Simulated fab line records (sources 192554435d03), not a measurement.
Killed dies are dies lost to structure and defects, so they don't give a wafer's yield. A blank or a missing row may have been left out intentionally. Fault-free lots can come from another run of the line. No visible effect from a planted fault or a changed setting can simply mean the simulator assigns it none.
Chamber matching / flow n5_finfet / ald_sin-02 running N5_SPACER0_ALD_07: 4 sister chambers
The step deposits SiNx, target thk 2 nm. 8 wafers are shown with their chamber, then 10 later ones without.

== WAFERS PAIRED WITH THEIR CHAMBERS ==
wafer=L085.2; chamber=0; heater_power_w (W)=803
wafer=L086.4; chamber=1; heater_power_w (W)=847
wafer=L086.6; chamber=1; heater_power_w (W)=809
wafer=L089.2; chamber=2; heater_power_w (W)=756
wafer=L089.4; chamber=3; heater_power_w (W)=827
wafer=L089.5; chamber=3; heater_power_w (W)=838
wafer=L090.1; chamber=2; heater_power_w (W)=757
wafer=L090.4; chamber=0; heater_power_w (W)=783

== WAFERS WITHOUT THEIR CHAMBER ==
wafer=L090.5; heater_power_w (W)=788
wafer=L091.1; heater_power_w (W)=832
wafer=L091.4; heater_power_w (W)=840
wafer=L091.6; heater_power_w (W)=842
wafer=L093.1; heater_power_w (W)=848
wafer=L093.3; heater_power_w (W)=838
wafer=L093.5; heater_power_w (W)=750
wafer=L095.1; heater_power_w (W)=710
wafer=L095.2; heater_power_w (W)=838
wafer=L095.4; heater_power_w (W)=781

== THE CHAMBER EACH PASSED THROUGH ==
wafer=L090.5; from the rows above=can't be placed: 0 or 2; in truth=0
wafer=L091.1; from the rows above=can't be placed: 3 or 1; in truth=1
wafer=L091.4; from the rows above=can't be placed: 3 or 1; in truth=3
wafer=L091.6; from the rows above=can't be placed: 3 or 1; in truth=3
wafer=L093.1; from the rows above=can't be placed: 3 or 1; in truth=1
wafer=L093.3; from the rows above=can't be placed: 3 or 1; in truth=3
wafer=L093.5; from the rows above=2; in truth=2
wafer=L095.1; from the rows above=2; in truth=2
wafer=L095.2; from the rows above=can't be placed: 3 or 1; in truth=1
wafer=L095.4; from the rows above=can't be placed: 0 or 2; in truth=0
Correctly placed: 2 of 10. From these rows, 8 cannot be placed; in 8 the true chamber is one of the candidates. Placed wrongly: 0.
How it was worked out, from the rows above alone: a wafer's distance from a chamber is the root of the sum, over the readings, of the square of ((its reading less the chamber's mean) divided by the reading's scatter). If the next closest chamber is less than 2 further off than the closest, the wafer can't be placed; otherwise it belongs to the closest. Each chamber's mean is taken over the wafers shown for it. The scatter: take each reading less its chamber's mean, square it, sum over the shown wafers, divide by the number of wafers less the number of chambers, and take the root.
